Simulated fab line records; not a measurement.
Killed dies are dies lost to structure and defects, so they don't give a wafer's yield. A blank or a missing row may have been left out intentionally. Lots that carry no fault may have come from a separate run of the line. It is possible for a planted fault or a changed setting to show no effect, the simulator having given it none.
fab line records	flow nand-harc
[record] lots = 6	wafers = 18	last-day = 29
route steps=1302 shown A_CONTACT@1037 END@1302
lots with no fault: from the same line, run without faults
start-h: hours from the record's first day to the start of the lot's first wafer shown	wait-h: hours elapsed since this lot's preceding step	" the same as in the row above	L1.1+2: one row covering several wafers at once	- no value, or no start was given	* or withheld: withheld	< > ~ a bound
route shown NAME@n: names a module that has steps shown in the file, with the first one's number in the route	usual: mean/standard deviation of fault-free wafers	same: alike in all rows	chamber/n: place in a boat	sites: each site's reading	_std_site: the standard deviation of these	_edge_site: inner sites' mean taken away from outer sites' mean	radius-mm: for every site, how far away it sits from the centre of the wafer	mask NAME#n: copy n	behind: the tool/chamber that last shaped the wafer	hold: why the lot was held/for how many hours/how that ended	device: which transistor (n, p or np) failed to switch	end of line: tests run on the same wafers once the route is complete	a step given without rows: its recipe and nothing more	killed: at the first sort, the dies lost to defects and structure; wafer yield is something else	map: a wafer's dies, marking killed ones x, the rest . and places with no die _
set.NAME: setting as actually run; set.NAME@STEP: the setting as run at that earlier step	model.NAME: the simulator's own value behind a step, which no gauge read
a table for each step, a row for each wafer; lots at some steps of the route
services: when a tool's chamber went out of use (start-h, in hours from the record's first day, below 0 if earlier), for how many hours, and the reason
[[steps]]
[step NHARC_A_CONTACT_PEB_67]
[recipe] peb-temp-c = 100	peb-time-s = 65
[step NHARC_A_CONTACT_DEVELOP_68]
[recipe] develop-time-s = 35	dev-temp-c = 23
[step NHARC_A_CONTACT_CD_MEAS_69]
[recipe] target-cd-nm = 300	landing-energy-ev = 500
[usual] cd-nm = 300.2/0.57
lot.wafer	tool	chamber	start-h	wait-h	cd-nm
L542.1	cd-sem-03	0	494.36	-	299.4
L542.2	"	0	"	"	300.6
L542.4	"	0	"	"	299.6
L543.2	cd-sem-01	0	506.35	-	300.1
L543.3	"	0	"	"	299.8
L543.4	"	0	"	"	300.1
L547.3	cd-sem-01	0	546.09	-	300.6
L547.4	"	0	"	"	300.1
L547.5	"	0	"	"	300.1
L549.1	cd-sem-02	0	567.42	-	300.1
L549.2	"	0	"	"	299.7
L549.3	"	0	"	"	299.9
L551.3	cd-sem-03	0	604.62	-	301.0
L551.5	"	0	"	"	300.5
L551.6	"	0	"	"	301.4
L555.2	cd-sem-01	0	615.52	-	299.3
L555.5	"	0	"	"	299.7
L555.6	"	0	"	"	299.9
[step NHARC_A_CONTACT_OVL_MEAS_70]
[usual] overlay-x-nm = 0.1/0.9	overlay-y-nm = 0.2/0.84
lot.wafer	tool	chamber	start-h	wait-h	overlay-x-nm	overlay-y-nm
L542.1	overlay-01	-	494.45	-	0.0	0.2
L542.2	"	-	"	"	0.0	-0.1
L542.4	"	-	"	"	-0.3	0.1
L543.2	overlay-02	-	506.44	-	-0.8	0.1
L543.3	"	-	"	"	-0.3	-0.1
L543.4	"	-	"	"	-0.5	-0.1
L547.3	overlay-01	-	546.18	-	0.9	0.9
L547.4	"	-	"	"	0.7	1.2
L547.5	"	-	"	"	1.0	1.0
L549.1	overlay-02	-	567.50	-	1.2	-0.3
L549.2	"	-	"	"	0.9	-0.3
L549.3	"	-	"	"	0.7	-0.5
L551.3	overlay-02	-	604.70	-	0.2	1.0
L551.5	"	-	"	"	0.3	0.8
L551.6	"	-	"	"	-0.4	1.0
L555.2	overlay-01	-	615.61	-	0.2	-0.4
L555.5	"	-	"	"	0.4	0.2
L555.6	"	-	"	"	-0.1	0.2
[step NHARC_A_CONTACT_INSPECT_71]
[usual] raw-defect-count = 86/37
lot.wafer	tool	chamber	start-h	wait-h	raw-defect-count
L542.1	defect-inspect-01	-	494.49	0.0	159
L542.2	"	-	"	"	155
L542.4	"	-	"	"	139
L543.2	defect-inspect-02	-	506.47	0.0	113
L543.3	"	-	"	"	127
L543.4	"	-	"	"	113
L547.3	defect-inspect-01	-	546.21	0.0	68
L547.4	"	-	"	"	60
L547.5	"	-	"	"	79
L549.1	defect-inspect-01	-	567.54	0.0	123
L549.2	"	-	"	"	122
L549.3	"	-	"	"	121
L551.3	defect-inspect-02	-	604.74	0.0	26
L551.5	"	-	"	"	16
L551.6	"	-	"	"	20
L555.2	defect-inspect-01	-	615.64	0.0	151
L555.5	"	-	"	"	121
L555.6	"	-	"	"	140
[step NHARC_A_CONTACT_DESCUM_74]
[recipe] time-s = 3	o2-flow-sccm = 200	ar-flow-sccm = 0	bias-power-w = 0	chemistry = O2
[step NHARC_A_CONTACT_ETCH_75]
[recipe] target-depth-a = 390	over-etch-frac = 0.3	time-s = 65	ion-energy-ev = 80	cf4-flow-sccm = 150	ar-flow-sccm = 0	rf-w = 300	bias-w = 100	chemistry = CF4
[step NHARC_A_CONTACT_ETCH_76]
[recipe] target-depth-a = 2600	over-etch-frac = 0.3	time-s = 475.3	ion-energy-ev = 200	n2-flow-sccm = 150	h2-flow-sccm = 150	ar-flow-sccm = 0	rf-w = 400	bias-w = 150	chemistry = N2/H2
[step NHARC_A_CONTACT_ETCH_77]
[recipe] target-depth-a = 1089	time-s = 54.5	cf4-flow-sccm = 100	chf3-flow-sccm = 30	ar-flow-sccm = 0	rf-w = 500	bias-w = 200	chemistry = CF4/CHF3
[usual] bias-w = 200.0/0.66	chf3-flow-sccm = 29.99/0.082	drypump-motor-current-A = 5.92/0.26	oes-product-au = 0.938/0.023	rf-vpp-V = 369.5/1.9	showerhead-plenum-p-Torr = 1.54/0.046	throttle-valve-pct = 16.802/0.0095
lot.wafer	tool	chamber	start-h	wait-h	bias-w	chf3-flow-sccm	drypump-motor-current-A	oes-product-au	rf-hours-counter-h	rf-vpp-V	showerhead-plenum-p-Torr	throttle-valve-pct
L542.1	rie-diel-08	2	-	-	199.8	30.07	6.37	0.956	21	370.5	1.60	16.789
L542.4	"	3	"	"	199.2	29.96	5.60	0.977	19	365.9	1.48	16.808
L542.2	"	1	"	"	200.8	29.87	6.04	0.976	19	371.7	1.58	16.803
L543.2	rie-diel-08	1	-	-	200.0	30.06	6.05	0.943	22	370.7	1.58	16.802
L543.4	"	2	"	"	200.8	29.96	6.31	0.925	24	372.3	1.60	16.796
L543.3	"	0	"	"	199.8	30.09	6.05	0.917	19	372.0	1.58	16.806
L547.4	rie-diel-12	1	-	-	200.0	29.87	5.82	0.971	32	369.3	1.57	16.808
L547.3	"	0	"	"	199.6	30.03	5.84	0.959	28	367.1	1.51	16.806
L547.5	"	1	"	"	200.1	30.02	5.83	0.984	-	371.4	1.56	16.810
L549.1	rie-diel-05	3	-	-	199.6	30.10	5.75	0.936	54	368.0	1.51	16.803
L549.2	"	0	"	"	200.7	29.91	5.41	0.917	50	370.6	1.52	16.810
L549.3	"	1	"	"	200.8	30.02	6.08	0.922	56	367.0	1.47	16.786
L551.3	rie-diel-05	0	-	-	200.6	30.03	5.40	0.966	5	368.9	1.52	16.789
L551.6	"	2	"	"	200.0	30.09	6.06	0.990	-	369.3	1.54	16.825
L551.5	"	3	"	"	200.2	30.08	5.76	0.959	-	368.0	1.51	16.820
L555.2	rie-diel-08	1	-	-	200.8	30.02	6.05	0.934	10	370.1	1.57	16.802
L555.6	"	1	"	"	200.4	29.90	6.04	0.921	-	371.4	1.57	16.806
L555.5	"	2	"	"	201.5	29.94	6.34	0.908	-	372.0	1.60	16.819
[step NHARC_A_CONTACT_ETCH_78]
[recipe] target-depth-a = 53000	over-etch-frac = 0.3	time-s = 1378	ion-energy-ev = 150	o2-flow-sccm = 400	cos-flow-sccm = 20	ar-flow-sccm = 0	rf-w = 500	bias-w = 300	chemistry = O2/COS
[usual] bias-w = 300.0/0.86	drypump-motor-current-A = 5.93/0.26	oes-product-au = 0.997/0.012	rf-vpp-V = 313.1/1.6	showerhead-plenum-p-Torr = 3.05/0.094	throttle-valve-pct = 28.330/0.0093
lot.wafer	tool	chamber	start-h	wait-h	bias-w	drypump-motor-current-A	oes-product-au	rf-hours-counter-h	rf-vpp-V	showerhead-plenum-p-Torr	throttle-valve-pct
L542.1	rie-diel-08	0	-	-	300.0	6.07	0.992	15	315.3	3.15	28.337
L542.4	"	1	"	"	298.4	6.03	1.014	19	314.9	3.13	28.350
L542.2	"	3	"	"	300.3	5.63	1.000	19	310.5	2.93	28.338
L543.3	rie-diel-08	2	-	-	300.8	6.33	0.992	24	315.0	3.18	28.330
L543.4	"	0	"	"	299.3	6.06	0.982	19	314.3	3.14	28.327
L543.2	"	1	"	"	301.2	6.05	0.992	22	315.9	3.13	28.335
L547.3	rie-diel-12	0	-	-	299.2	5.88	0.999	29	311.9	3.00	28.334
L547.4	"	1	"	"	300.2	5.84	1.021	32	314.6	3.10	28.334
L547.5	"	1	"	"	300.0	5.85	1.013	-	314.1	3.10	28.330
L549.1	rie-diel-05	3	-	-	299.8	5.78	1.006	55	311.8	2.99	28.336
L549.3	"	1	"	"	298.3	6.07	1.015	56	310.9	2.91	28.320
L549.2	"	2	"	"	298.9	6.07	1.020	57	313.9	3.06	28.327
L551.3	rie-diel-05	3	-	-	298.9	5.76	0.987	4	312.8	2.99	28.339
L551.6	"	0	"	"	301.0	5.42	1.014	-	312.3	3.02	28.334
L551.5	"	1	"	"	299.4	6.06	1.001	-	311.7	2.91	28.334
L555.2	rie-diel-08	1	-	-	299.5	6.07	1.007	11	314.6	3.12	28.327
L555.5	"	3	"	"	300.5	5.64	1.000	-	312.0	2.92	28.322
L555.6	"	0	"	"	300.3	6.05	0.999	-	313.7	3.13	28.306
[step NHARC_A_CONTACT_ETCH_124]
[recipe] source-w = withheld	pressure-mtorr = 20	bias-v = withheld	time-s = 140	target-depth-a = 7000	ar-flow-sccm = withheld	c4f8-flow-sccm = withheld	o2-flow-sccm = withheld	chemistry = C4F8/O2/Ar
[step NHARC_A_CONTACT_ETCH_125]
[recipe] source-w = withheld	pressure-mtorr = 20	bias-v = 3000	time-s = 197	target-depth-a = 19180	ar-flow-sccm = withheld	c4f8-flow-sccm = withheld	o2-flow-sccm = withheld	chemistry = C4F8/O2/Ar
[step NHARC_A_CONTACT_ETCH_126]
[recipe] source-w = withheld	pressure-mtorr = 20	bias-v = 3000	time-s = 197	target-depth-a = 19180	ar-flow-sccm = withheld	c4f8-flow-sccm = withheld	o2-flow-sccm = withheld	chemistry = C4F8/O2/Ar
lot.wafer	tool	chamber	start-h	wait-h	rf-hours-counter-h
L542.2	har-cap-etch-02	0	496.47	0.1	85
L542.1	"	1	"	"	85
L542.4	"	1	"	"	-
L543.2	har-cap-etch-03	0	508.46	0.1	42
L543.4	"	0	"	"	-
L543.3	"	1	"	"	-
L547.4	har-cap-etch-03	1	548.24	0.1	-
L547.3	"	0	"	"	-
L547.5	"	1	"	"	-
L549.1	har-cap-etch-01	1	569.52	0.1	7
L549.2	"	0	"	"	7
L549.3	"	0	"	"	-
L551.3	har-cap-etch-02	1	606.77	0.1	-
L551.5	"	1	"	"	-
L551.6	"	0	"	"	-
L555.2	har-cap-etch-02	1	617.62	0.1	112
L555.6	"	1	"	"	-
L555.5	"	0	"	"	-
[step NHARC_A_CONTACT_ETCH_127]
[recipe] source-w = withheld	pressure-mtorr = 20	bias-v = 3000	time-s = 197	target-depth-a = 19180	ar-flow-sccm = withheld	c4f8-flow-sccm = withheld	o2-flow-sccm = withheld	chemistry = C4F8/O2/Ar
lot.wafer	tool	chamber	start-h	wait-h	rf-hours-counter-h
L542.2	har-cap-etch-02	0	496.65	0.1	85
L542.1	"	1	"	"	85
L542.4	"	1	"	"	-
L543.2	har-cap-etch-03	0	508.64	0.1	42
L543.4	"	0	"	"	-
L543.3	"	1	"	"	-
L547.4	har-cap-etch-03	1	548.42	0.1	-
L547.3	"	0	"	"	-
L547.5	"	1	"	"	-
L549.1	har-cap-etch-01	1	569.70	0.1	7
L549.2	"	0	"	"	7
L549.3	"	0	"	"	-
L551.3	har-cap-etch-02	1	606.94	0.1	-
L551.5	"	1	"	"	-
L551.6	"	0	"	"	-
L555.2	har-cap-etch-02	1	617.80	0.1	112
L555.6	"	1	"	"	-
L555.5	"	0	"	"	-
[step NHARC_A_CONTACT_ETCH_128]
[recipe] source-w = withheld	pressure-mtorr = 20	bias-v = 3000	time-s = 197	target-depth-a = 19180	ar-flow-sccm = withheld	c4f8-flow-sccm = withheld	o2-flow-sccm = withheld	chemistry = C4F8/O2/Ar
[step NHARC_A_CONTACT_ETCH_129]
[recipe] source-w = withheld	pressure-mtorr = 20	bias-v = 3000	time-s = 197	target-depth-a = 19180	ar-flow-sccm = withheld	c4f8-flow-sccm = withheld	o2-flow-sccm = withheld	chemistry = C4F8/O2/Ar
[step NHARC_A_CONTACT_ETCH_130]
[recipe] source-w = withheld	pressure-mtorr = 20	bias-v = 3000	time-s = 197	target-depth-a = 19180	ar-flow-sccm = withheld	c4f8-flow-sccm = withheld	o2-flow-sccm = withheld	chemistry = C4F8/O2/Ar
lot.wafer	tool	chamber	start-h	wait-h	rf-hours-counter-h
L542.2	har-cap-etch-02	0	497.18	0.1	85
L542.1	"	1	"	"	85
L542.4	"	1	"	"	-
L543.2	har-cap-etch-03	0	509.17	0.1	42
L543.4	"	0	"	"	-
L543.3	"	1	"	"	-
L547.4	har-cap-etch-03	1	548.95	0.1	-
L547.3	"	0	"	"	-
L547.5	"	1	"	"	-
L549.1	har-cap-etch-01	1	570.23	0.1	8
L549.2	"	0	"	"	8
L549.3	"	0	"	"	-
L551.3	har-cap-etch-02	1	607.47	0.1	-
L551.5	"	1	"	"	-
L551.6	"	0	"	"	-
L555.2	har-cap-etch-02	1	618.33	0.1	113
L555.6	"	1	"	"	-
L555.5	"	0	"	"	-
[step NHARC_A_CONTACT_ETCH_131]
[recipe] source-w = withheld	pressure-mtorr = 20	bias-v = 3000	time-s = 197	target-depth-a = 19180	ar-flow-sccm = withheld	c4f8-flow-sccm = withheld	o2-flow-sccm = withheld	chemistry = C4F8/O2/Ar
[step NHARC_A_CONTACT_ETCH_132]
[recipe] source-w = withheld	pressure-mtorr = 20	bias-v = 3000	time-s = 197	target-depth-a = 19240	ar-flow-sccm = withheld	c4f8-flow-sccm = withheld	o2-flow-sccm = withheld	chemistry = C4F8/O2/Ar
[step NHARC_A_CONTACT_ETCH_133]
[recipe] source-w = withheld	pressure-mtorr = 20	bias-v = 400	time-s = 374	target-depth-a = 16100	ar-flow-sccm = withheld	c4f8-flow-sccm = 11.5	o2-flow-sccm = 7.2	chemistry = C4F8/O2/Ar
[step NHARC_A_CONTACT_ETCH_91]
[recipe] target-depth-a = 400	over-etch-frac = 0.5	time-s = 85.7	ion-energy-ev = 120	ch3f-flow-sccm = 50	o2-flow-sccm = 30	ar-flow-sccm = 200	rf-w = 500	bias-w = 100	chemistry = CH3F/O2
[step NHARC_A_CONTACT_ETCH_97]
[recipe] target-depth-a = 200	over-etch-frac = 0.5	time-s = 10	ion-energy-ev = 250	c4f6-flow-sccm = 25	o2-flow-sccm = 20	ar-flow-sccm = 500	rf-w = 600	bias-w = 500	chemistry = C4F6/O2
[step NHARC_A_CONTACT_CD_MEAS_80]
[usual] cd-nm = 289.7/0.85
lot.wafer	tool	chamber	start-h	wait-h	cd-nm
L542.1	cd-sem-01	-	498.72	-	289.0
L542.2	"	-	"	"	289.7
L542.4	"	-	"	"	289.7
L543.2	cd-sem-02	-	510.70	-	290.2
L543.3	"	-	"	"	289.3
L543.4	"	-	"	"	290.3
L547.3	cd-sem-02	-	550.43	-	289.7
L547.4	"	-	"	"	287.8
L547.5	"	-	"	"	287.3
L549.1	cd-sem-03	-	571.77	-	290.6
L549.2	"	-	"	"	290.5
L549.3	"	-	"	"	289.9
L551.3	cd-sem-02	-	608.99	-	290.7
L551.5	"	-	"	"	290.4
L551.6	"	-	"	"	290.4
L555.2	cd-sem-01	-	619.86	-	289.3
L555.5	"	-	"	"	290.2
L555.6	"	-	"	"	289.0
[step NHARC_A_CONTACT_STRIP_103]
[recipe] n2-flow-sccm = 150	h2-flow-sccm = 150	ar-flow-sccm = 0	bias-w = 0	chemistry = N2/H2
[step NHARC_A_CONTACT_STRIP_104]
[recipe] cf4-flow-sccm = 100	chf3-flow-sccm = 30	ar-flow-sccm = 0	bias-w = 0	chemistry = CF4/CHF3
[step NHARC_A_CONTACT_STRIP_105]
[recipe] o2-flow-sccm = 400	cos-flow-sccm = 20	ar-flow-sccm = 0	bias-w = 0	chemistry = O2/COS
[step NHARC_A_CONTACT_ETCH_106]
[recipe] target-depth-a = 900	overetch-a = 90	time-s = 49.5	ion-energy-ev = 100	cf4-flow-sccm = 80	o2-flow-sccm = 20	ar-flow-sccm = 0	rf-w = 300	bias-w = 100	chemistry = CF4/O2
[usual] bias-w = 100.0/0.3	drypump-motor-current-A = 5.87/0.24	oes_f_703_au = 1.001/0.0045	oes-product-au = 0.994/0.013	rf-vpp-V = 197.1/1.1	showerhead-plenum-p-Torr = 1.30/0.039	throttle-valve-pct = 13.398/0.0099
lot.wafer	tool	chamber	start-h	wait-h	bias-w	drypump-motor-current-A	oes_f_703_au	oes-product-au	rf-hours-counter-h	rf-vpp-V	showerhead-plenum-p-Torr	throttle-valve-pct
L542.4	rie-diel-05	3	499.02	0.1	100.1	5.72	0.995	0.988	32	197.1	1.28	13.380
L542.1	"	0	"	"	100.1	5.38	1.002	0.983	29	197.6	1.30	13.394
L542.2	"	2	"	"	100.1	6.06	0.993	0.997	32	196.5	1.32	13.398
L543.2	rie-diel-08	3	511.08	0.1	99.6	5.60	1.001	1.000	24	196.5	1.25	13.398
L543.4	"	0	"	"	100.1	6.00	0.998	0.986	19	196.0	1.34	13.404
L543.3	"	1	"	"	100.4	6.03	1.001	1.005	23	197.4	1.34	13.393
L547.3	rie-diel-12	3	550.82	0.1	99.9	5.59	0.997	0.971	28	197.1	1.26	13.387
L547.4	"	0	"	"	100.1	5.83	0.995	1.000	30	195.8	1.28	13.400
L547.5	"	1	"	"	100.2	5.83	0.996	1.021	-	198.5	1.33	13.391
L549.3	rie-diel-12	1	572.09	0.1	100.2	5.83	1.003	1.019	42	197.6	1.33	13.395
L549.1	"	2	"	"	99.8	5.80	1.002	0.974	39	197.8	1.33	13.392
L549.2	"	0	"	"	99.5	5.78	1.011	0.999	39	197.5	1.28	13.387
L551.3	rie-diel-08	0	609.29	0.1	99.8	6.04	1.000	1.002	9	197.9	1.34	13.424
L551.5	"	2	"	"	100.3	6.35	1.001	0.984	-	198.2	1.36	13.381
L551.6	"	3	"	"	100.1	5.59	1.006	0.983	-	198.3	1.25	13.399
L555.2	rie-diel-08	0	620.16	0.1	100.0	6.04	0.992	1.006	12	196.7	1.34	13.389
L555.6	"	3	"	"	100.2	5.62	1.004	0.990	-	195.0	1.25	13.400
L555.5	"	0	"	"	100.2	6.09	0.997	1.001	-	198.8	1.34	13.402
[step NHARC_A_CONTACT_STRIP_82]
[recipe] o2-flow-sccm = 500	ar-flow-sccm = 0	bias-w = 0	chemistry = O2
[step NHARC_A_CONTACT_STRIP_83]
[recipe] time-s = 600	temp-c = 30	chemistry = post-etch-residue-remover
[step NHARC_A_CONTACT_DEP_84]
[recipe] target-thk-a = 28000	temp-c = 400	material = aC
[step NHARC_A_CONTACT_DEP_85]
[recipe] target-thk-a = 600	target-thk-nm = 60	temp-c = 400	pressure-torr = 3.5	flow-sccm = 200	rf-w = 350	material = SiON
[step NHARC_A_CONTACT_DEHYDRATE_00]
[recipe] temp-c = 150	time-s = 120
[step NHARC_A_CONTACT_HMDS_01]
[recipe] time-s = 30
[step NHARC_A_CONTACT_COAT_86]
[recipe] temp-c = 260	time-s = 75
[step NHARC_A_CONTACT_COAT_87]
[recipe] temp-c = 225	time-s = 65
[step NHARC_A_CONTACT_COAT_02]
[recipe] spin-rpm = 1500	resist-thk-nm = 90
[step NHARC_A_CONTACT_SOFTBAKE_03]
[recipe] temp-c = 105	time-s = 55
[step NHARC_A_CONTACT_EBR_04]
[step NHARC_A_CONTACT_EXPOSE_05]
[recipe] na = 1.35	sigma-outer = 0.8	dose-mj = 84.24	mask-id = A_CC
[step NHARC_A_CONTACT_PEB_06]
[recipe] peb-temp-c = 100	peb-time-s = 65
[step NHARC_A_CONTACT_DEVELOP_07]
[recipe] develop-time-s = 35	dev-temp-c = 23
[step NHARC_A_CONTACT_CD_MEAS_08]
[recipe] target-cd-nm = 200	landing-energy-ev = 500
[usual] cd-nm = 199.6/0.62
lot.wafer	tool	chamber	start-h	wait-h	cd-nm
L542.1	cd-sem-01	0	502.72	-	200.5
L542.2	"	0	"	"	198.9
L542.4	"	0	"	"	199.5
L543.2	cd-sem-02	0	515.34	-	199.2
L543.3	"	0	"	"	199.2
L543.4	"	0	"	"	198.6
L547.3	cd-sem-01	0	556.35	-	199.4
L547.4	"	0	"	"	198.6
L547.5	"	0	"	"	199.0
L549.1	cd-sem-03	0	575.29	-	199.5
L549.2	"	0	"	"	199.6
L549.3	"	0	"	"	199.9
L551.3	cd-sem-02	0	617.38	-	200.5
L551.5	"	0	"	"	198.8
L551.6	"	0	"	"	199.6
L555.2	cd-sem-02	0	625.15	-	200.4
L555.5	"	0	"	"	199.8
L555.6	"	0	"	"	200.1
[step NHARC_END_SORT_01]
[recipe] temp-c = 25
[usual] killed-at-array = 52/19	killed-at-other = 1.0/1.2	killed-at-periphery = 4.1/2.8	killed-dies = 57/19	killed-open = 3.1/1.7	killed-short = 2.5/1.5
[same] gross-dies = 677
lot.wafer	tool	chamber	start-h	wait-h	killed-at-array	killed-at-other	killed-at-periphery	killed-dies	killed-open	killed-short
L549.1	prober-01	0	624.31	2.5	77	2	2	81	2	5
L549.2	prober-01	0	625.11	2.8	73	0	6	79	6	4
L549.3	prober-01	0	625.91	3.1	90	1	3	94	3	2
L551.3	prober-01	0	668.31	3.1	121	0	3	124	6	2
L551.5	prober-01	0	669.90	3.7	119	0	3	122	2	1
L551.6	prober-01	0	670.69	4.0	94	0	3	97	1	2
L555.2	prober-01	0	683.37	2.8	184	3	2	189	2	2
L555.5	prober-01	0	685.83	3.8	135	3	2	140	5	4
L555.6	prober-01	0	686.64	4.1	181	1	2	184	3	2
// killed by level:class
L549.1 A_SLIT:chamber-film-flake=31 A_CHANNEL_HOLE_D2:chamber-film-flake=24 A_CONTACT:chamber-film-flake=5 A_STAIRCASE:chamber-film-flake=4 A_WL_FILL:chamber-film-flake=4 A_CHANNEL_FILL_D1:chamber-film-flake=2 P_M0:geometric-particle:short=1 A_ONON_D1:geometric-particle:short=1
L549.2 A_CHANNEL_HOLE_D2:chamber-film-flake=35 A_SLIT:chamber-film-flake=12 A_STAIRCASE:chamber-film-flake=5 A_CONTACT:chamber-film-flake=5 A_CHANNEL_HOLE_D1:chamber-film-flake=4 P_M0:geometric-particle:open=2 P_GATE:chamber-film-flake=2 P_M0:chamber-film-flake=2
L549.3 A_CHANNEL_HOLE_D2:chamber-film-flake=38 A_SLIT:chamber-film-flake=26 A_CONTACT:chamber-film-flake=8 A_CHANNEL_HOLE_D1:chamber-film-flake=6 A_STAIRCASE:chamber-film-flake=5 P_GATE:chamber-film-flake=2 A_SGD_CUT:chamber-film-flake=2 P_CONTACT:geometric-particle:open=1
L551.3 A_CONTACT:unspecified=101 A_CHANNEL_HOLE_D1:chamber-film-flake=4 A_STAIRCASE:chamber-film-flake=3 A_M0:geometric-particle:open=2 P_CONTACT:geometric-particle:open=1 A_SOURCE_PLATE:geometric-particle:open=1 A_SOURCE_PLATE:geometric-particle:short=1 A_DECK1_JOINT:geometric-particle:open=1
L551.5 A_CONTACT:unspecified=101 A_CHANNEL_HOLE_D1:chamber-film-flake=7 A_CONTACT:chamber-film-flake=4 A_CHANNEL_HOLE_D2:chamber-film-flake=3 P_ZERO_WELL:chamber-film-flake=2 A_CHANNEL_HOLE_D1:geometric-particle:open=1 A_DECK1_JOINT:geometric-particle:short=1 A_M0:geometric-particle:open=1
L551.6 A_CONTACT:unspecified=79 P_GATE:chamber-film-flake=3 A_CHANNEL_HOLE_D1:chamber-film-flake=2 A_CHANNEL_HOLE_D2:chamber-film-flake=2 A_STAIRCASE:chamber-film-flake=2 A_SLIT:chamber-film-flake=2 A_CONTACT:chamber-film-flake=2 A_BLC:chamber-film-flake=2
L555.2 A_CONTACT:unspecified=106 A_CHANNEL_HOLE_D1:chamber-film-flake=36 A_CHANNEL_HOLE_D2:chamber-film-flake=23 A_SLIT:chamber-film-flake=14 A_ONON_D2:geometric-particle:open=2 THIN_TSV:chamber-film-flake=2 A_BLC:geometric-particle:short=1 STARTING-WAFER:geometric-particle:short=1
L555.5 A_CONTACT:unspecified=73 A_SLIT:chamber-film-flake=28 A_CHANNEL_HOLE_D1:chamber-film-flake=13 A_CHANNEL_HOLE_D2:chamber-film-flake=10 A_WL_FILL:geometric-particle:short=2 THIN_TSV:chamber-film-flake=2 A_ONON_D1:geometric-particle:open=1 A_CHANNEL_FILL_D1:geometric-particle:open=1
L555.6 A_CONTACT:unspecified=104 A_CHANNEL_HOLE_D1:chamber-film-flake=32 A_CHANNEL_HOLE_D2:chamber-film-flake=23 A_SLIT:chamber-film-flake=13 A_CONTACT:chamber-film-flake=2 A_ONON_D1:geometric-particle:short=1 A_CHANNEL_HOLE_D1:geometric-particle:short=1 A_CHANNEL_FILL_D1:geometric-particle:open=1
// map L551.3 (x killed, . not)
____________.____________
_________......._________
_______..........._______
______.............______
_____..............._____
____.........x.......____
____.................____
___...........x.......___
___....x.............x___
__.....................__
__..............x..x.x.__
_.................xxx..x_
_................xxxxx.._
_................xxxxxxx_
_..............xxxxxxxxx_
_.........x....xxxxxxxxx_
................xxxxxxxx.
.x..............xxxxxxxxx
...............xxxxxxxxxx
x..............xxxxxxxxx.
xx..............xxxxxxxx.
_........x......xxxxxxxx_
_.......x........xxxxxxx_
_x...............xxxx.x._
_..................x...._
_.x...................xx_
__.....................__
__.....x........x......__
___...................___
___.............x.....___
____.................____
____...........x..x..____
_____..x............_____
______.............______
_______..........._______
_________......x_________
____________.____________
// map L555.2 (x killed, . not)
____________.____________
_________......._________
_______..........._______
______.............______
_____..............._____
____.................____
____................x____
___...x..............x___
___..x..............x.___
__..................x..__
__.................x...__
_.....x..........xxxx..._
_x....x.xx....x..xxxxxxx_
_..xxxxxx.......xxxxxxxx_
_....xxxx...x...xxxxxxxx_
_..x..xx...xx..xxxxxxxxx_
...xx.x.....x..xxxxxxxxx.
x....x.....x.xxxxxxxxxxx.
x.........x.xxx.xxxxxxxx.
xx....x...xxxxxxxxxxxxxx.
xx.......xx.xxxxxxxxxxxx.
_xx......x..xxxx.xxxxxxx_
_xx.........xxxx.xxxxxxx_
_.x........xxx...xxxxxx._
_xx..........xx..x..x..x_
_x...........x......x..._
__.....................__
__.................x...__
___...............x...___
___...................___
____.................____
____...............x.____
_____..............._____
______.x...........______
_______..........._______
_________......._________
____________.____________
[[services]]
tool	chamber	start-h	hours	kind
rie-diel-08	0	475.13	-	clean
rie-diel-08	1	475.13	-	clean
rie-diel-08	2	475.13	-	clean
rie-diel-08	3	475.13	-	clean
har-cap-etch-03	-	477.98	0.5	repair
rie-diel-08	2	487.02	3.5	repair
rie-diel-05	0	488.97	8.7	repair
har-cap-etch-01	-	497.00	17.0	pm
rie-diel-08	0	499.63	-	clean
rie-diel-08	1	499.63	-	clean
rie-diel-08	2	499.63	-	clean
rie-diel-08	3	499.63	-	clean
rie-diel-08	0	524.39	-	clean
rie-diel-08	1	524.39	-	clean
rie-diel-08	2	524.39	-	clean
rie-diel-08	3	524.39	-	clean
rie-diel-08	-	544.86	9.0	pm
rie-diel-08	0	544.86	9.0	vent-cycle
rie-diel-08	1	544.86	9.0	vent-cycle
rie-diel-12	0	576.81	15.6	repair
rie-diel-08	0	578.58	4.5	repair
rie-diel-05	-	583.62	9.0	pm
rie-diel-12	-	598.60	0.9	repair
rie-diel-12	1	603.50	19.8	repair
[[key]]
[first-sign] step = NHARC_END_SORT_01	reading = killed-at-array	direction = up	sigmas = 4.6	usual = 52	struck = 139
[effect] step = NHARC_END_SORT_01	reading = killed-dies	direction = up	sigmas = 4.6	usual = 57	struck = 143
[more-kills-born-at] NHARC_A_CONTACT_ETCH_126@har-cap-etch-02 = 550
met-at NHARC_A_CONTACT_ETCH_126
struck-wafers L551.3,L551.5,L551.6,L555.2,L555.5,L555.6
tester-left-out L551,L555
onset-between 496.47 606.77
also-fits time
[fault] kind = chamber-particle-source	tool = har-cap-etch-02	chamber = -	onset-h = 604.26	steps = NHARC_A_CONTACT_ETCH_126	rate-per-visit-cm2 = 1.9317	end-h = 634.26
// tester-left-out: of these lots the tester's yield and bins aren't shown, on N5 and GAA mostly nor the transistor test; their killed dies are dies lost to structure and defects alone, not to doping, threshold or leakage, so they don't give the yield
